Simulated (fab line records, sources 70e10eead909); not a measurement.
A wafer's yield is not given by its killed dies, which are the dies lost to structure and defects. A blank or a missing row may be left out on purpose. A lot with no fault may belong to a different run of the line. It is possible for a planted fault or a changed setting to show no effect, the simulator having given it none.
What tool caused it? ; flow nand_harc ; 39 wafers from 13 lots sampled at 5 of the route's 1159 steps

WHAT THE GAUGES SHOWED, per wafer
NHARC_END_SORT_01. Usual: killed_at_array 28, standard deviation 11; killed_at_other 0.5, standard deviation 0.85; killed_at_periphery 2.7, standard deviation 1.9; killed_dies 32, standard deviation 12; killed_open 3.3, standard deviation 1.6; killed_short 2.1, standard deviation 1.5.
lot;measured;on;killed_at_array;killed_at_other;killed_at_periphery;killed_dies;killed_open;killed_short;flag
L257;day 20 11:18;prober-01;19 19 23;0 1 0;4 2 3;23 22 26;3 4 1;2 3 3;
L256;day 20 01:11;prober-02;21 11 19;0 0 0;2 2 1;23 13 20;3 3 2;1 3 1;
L261;day 20 16:41;prober-01;8 6 12;0 0 0;0 3 2;8 9 14;2 3 2;2 0 1;
L262;day 20 18:32;prober-02;24 25 30;0 0 0;0 4 2;24 29 32;1 4 4;0 2 2;
L263;day 21 03:10;prober-02;21 27 28;1 1 0;1 0 4;23 28 32;6 3 2;0 3 1;
L265;day 21 13:15;prober-02;28 16 24;1 0 0;5 2 4;34 18 28;4 3 2;4 2 3;
L266;day 22 09:43;prober-01;22 18 16;3 1 3;1 1 1;26 20 20;7 4 2;1 1 0;
L267;day 22 16:40;prober-02;37 20 28;1 2 4;5 1 5;43 23 37;4 1 2;1 1 3;
L268;day 22 21:49;prober-01;30 37 32;0 0 1;4 10 4;34 47 37;2 4 3;3 3 1;
L275;day 24 21:21;prober-02;29 42 44;0 0 0;0 4 4;29 46 48;0 3 4;1 1 3;
L276;day 24 12:01;prober-01;43 53 40;0 0 0;2 2 2;45 55 42;4 5 3;3 3 0;
L278;day 25 03:29;prober-01;46 51 41;0 1 0;4 0 0;50 52 41;4 0 0;2 1 1;
L279;day 25 11:16;prober-01;29 27 31;0 0 0;5 1 6;34 28 37;4 4 5;1 2 2;

WHAT TOOL EACH LOT RAN ON (gives the tool, then ch and the chambers of the sampled wafers, and finally the start)
lot;NHARC_A_CONTACT_DEP_24;NHARC_A_CONTACT_DEP_28;NHARC_A_CONTACT_SOFTBAKE_37;NHARC_A_CONTACT_ETCH_48
L257;pecvd-03 ch 0,1,2, day 16 01:02;acl_dep-03 ch 0, day 16 03:26;litho_track-04 ch 0, day 16 04:00;rie_diel-09 ch 0,1, day 16 05:32
L256;pecvd-03 ch 0,1,2, day 16 12:45;acl_dep-01 ch 0, day 16 15:11;litho_track-01 ch 0, day 16 17:00;rie_diel-03 ch 0,1, day 16 18:28
L261;pecvd-04 ch 0,1,2, day 17 07:31;acl_dep-01 ch 0, day 17 08:04;litho_track-01 ch 0, day 17 10:00;rie_diel-09 ch 0,1,3, day 17 11:16
L262;pecvd-04 ch 0,1, day 17 11:49;acl_dep-01 ch 0, day 17 13:32;litho_track-04 ch 0, day 17 15:00;rie_diel-09 ch 2,3, day 17 16:02
L263;pecvd-01 ch 0,1,2, day 17 23:53;acl_dep-01 ch 0, day 18 01:44;litho_track-04 ch 0, day 18 03:00;rie_diel-03 ch 1,3, day 18 04:43
L265;pecvd-03 ch 0,1,2, day 18 13:31;acl_dep-01 ch 0, day 18 14:14;litho_track-04 ch 0, day 18 16:00;rie_diel-09 ch 1,2,3, day 18 17:28
L266;pecvd-03 ch 0,1,2, day 18 17:23;acl_dep-02 ch 0, day 18 18:18;litho_track-04 ch 0, day 18 20:00;rie_diel-03 ch 0,1,3, day 18 21:10
L267;pecvd-03 ch 0,1,2, day 19 00:40;acl_dep-01 ch 0, day 19 04:33;litho_track-06 ch 0, day 19 07:00;rie_diel-03 ch 0,1,3, day 19 08:29
L268;pecvd-03 ch 0,1,2, day 19 16:36;acl_dep-01 ch 0, day 19 17:13;litho_track-01 ch 0, day 19 19:00;rie_diel-09 ch 1,2, day 19 20:42
L275;pecvd-01 ch 0,1,2, day 20 19:48;acl_dep-03 ch 0, day 21 01:12;litho_track-04 ch 0, day 21 02:00;rie_diel-02 ch 1,2, day 21 04:08
L276;pecvd-01 ch 1,2, day 21 02:04;acl_dep-03 ch 0, day 21 05:13;litho_track-04 ch 0, day 21 07:00;rie_diel-09 ch 0,1, day 21 08:28
L278;pecvd-04 ch 0,1,2, day 21 19:34;acl_dep-02 ch 0, day 21 21:22;litho_track-06 ch 0, day 21 23:00;rie_diel-03 ch 0,1,3, day 22 00:26
L279;pecvd-04 ch 0,1,2, day 22 09:22;acl_dep-01 ch 0, day 22 09:58;litho_track-01 ch 0, day 22 12:00;rie_diel-03 ch 0,1,3, day 22 13:19
- NHARC_A_CONTACT_DEP_24: deposits SiO2, target thk 500 nm.
- NHARC_A_CONTACT_DEP_28: deposits aC, target thk 3600 nm.
- NHARC_A_CONTACT_SOFTBAKE_37: time 55 s.
- NHARC_A_CONTACT_ETCH_48: etches the open film in CF4, target depth 39 nm, time 65 s.

WHAT THE TOOLS THEMSELVES READ (means of the sampled wafers that have a number; where no wafer has one, the mark that the record gives instead)
NHARC_A_CONTACT_DEP_24. Usual: flow_sccm 2649 sccm, standard deviation 7.8; heater_power_w 550 W, standard deviation 120; mfc_precursor_sccm 161.4 sccm, standard deviation 0.5; throttle_valve_pct 16.2 %, standard deviation 0.56.
lot;tool;flow_sccm (sccm);heater_power_w (W);mfc_precursor_sccm (sccm);throttle_valve_pct (%);flag
L257;pecvd-03;2648;501;161.5;16.4;
L256;pecvd-03;2654;521;161.5;16.5;
L261;pecvd-04;2654;555;161.7;15.4;
L262;pecvd-04;2646;479;161.3;15.5;
L263;pecvd-01;2647;615;161.8;16.7;
L265;pecvd-03;2645;531;160.8;16.7;
L266;pecvd-03;2657;437;161.4;16.7;
L267;pecvd-03;2648;581;161.3;16.7;
L268;pecvd-03;2643;524;161.5;16.6;
L275;pecvd-01;2652;531;161.3;16.3;
L276;pecvd-01;2641;490;161.4;15.9;
L278;pecvd-04;2657;507;161.6;15.5;
L279;pecvd-04;2648;601;161.3;15.6;

NHARC_A_CONTACT_DEP_28. Usual: throttle_valve_pct reads 35.000 % (standard deviation 0.01).
lot;tool;throttle_valve_pct (%);flag
L257;acl_dep-03;35.001;
L256;acl_dep-01;34.995;
L261;acl_dep-01;34.997;
L262;acl_dep-01;35.003;
L263;acl_dep-01;34.993;
L265;acl_dep-01;35.011;
L266;acl_dep-02;34.999;
L267;acl_dep-01;35.000;
L268;acl_dep-01;34.997;
L275;acl_dep-03;34.996;
L276;acl_dep-03;35.008;
L278;acl_dep-02;35.001;
L279;acl_dep-01;35.003;

NHARC_A_CONTACT_SOFTBAKE_37. Usual: heater_power_total_W reads 188.45 W (standard deviation 0.14).
lot;tool;heater_power_total_W (W);flag
L257;litho_track-04;188.35;
L256;litho_track-01;188.43;
L261;litho_track-01;188.45;
L262;litho_track-04;188.67;
L263;litho_track-04;188.51;
L265;litho_track-04;188.44;
L266;litho_track-04;188.48;
L267;litho_track-06;188.37;
L268;litho_track-01;188.49;
L275;litho_track-04;183.37;OFF
L276;litho_track-04;183.37;OFF
L278;litho_track-06;188.35;
L279;litho_track-01;188.56;

NHARC_A_CONTACT_ETCH_48. Usual: drypump_motor_current_A 5.81 A, standard deviation 0.27; oes_product_au 0.999 a.u., standard deviation 0.0096; rf_vpp_V 151.0 V, standard deviation 1.2; showerhead_plenum_p_Torr 1.75 Torr, standard deviation 0.076; throttle_valve_pct 13.284 %, standard deviation 0.0097.
lot;tool;drypump_motor_current_A (A);oes_product_au (a.u.);rf_vpp_V (V);showerhead_plenum_p_Torr (Torr);throttle_valve_pct (%);flag
L257;rie_diel-09;5.66;1.005;149.8;1.68;13.279;
L256;rie_diel-03;5.73;0.997;151.5;1.77;13.286;
L261;rie_diel-09;5.77;1.007;150.6;1.71;13.275;
L262;rie_diel-09;6.07;0.996;150.3;1.74;13.290;
L263;rie_diel-03;5.68;0.987;150.3;1.74;13.279;
L265;rie_diel-09;5.84;1.005;150.6;1.70;13.278;
L266;rie_diel-03;5.77;0.996;150.9;1.74;13.297;
L267;rie_diel-03;5.76;1.000;150.6;1.73;13.276;
L268;rie_diel-09;5.80;1.000;152.0;1.83;13.287;
L275;rie_diel-02;5.27;1.001;151.9;1.83;13.286;
L276;rie_diel-09;5.67;0.999;149.5;1.68;13.283;
L278;rie_diel-03;5.75;0.997;151.5;1.73;13.285;
L279;rie_diel-03;5.76;0.996;150.9;1.73;13.291;

THE ANSWER, worked out from the rows above alone
Rule: lot off if the mean of its wafers having a number is beyond 3 standard deviations from the usual mean. A lot without any number at a reading at which 4 lots or more have one is off too. The other lots that the step has rows for count as sound. First the gauges in route order, then the tools' own readings, where a lot's mean is used as printed above. The first step at which some lot is off is used, and at that step the reading that is off furthest; a lot without a number counts as furthest.
Off: L275, L276, at NHARC_A_CONTACT_SOFTBAKE_37 (heater_power_total_W).
A tool fits if, at that step or a process step before it, it ran every lot that is off, and no sound lot after the first of them. Can't be told from this: 3 tools fit, pecvd-01 at NHARC_A_CONTACT_DEP_24, acl_dep-03 at NHARC_A_CONTACT_DEP_28, litho_track-04 at NHARC_A_CONTACT_SOFTBAKE_37.

WHAT WAS PUT IN BY THE SIMULATOR
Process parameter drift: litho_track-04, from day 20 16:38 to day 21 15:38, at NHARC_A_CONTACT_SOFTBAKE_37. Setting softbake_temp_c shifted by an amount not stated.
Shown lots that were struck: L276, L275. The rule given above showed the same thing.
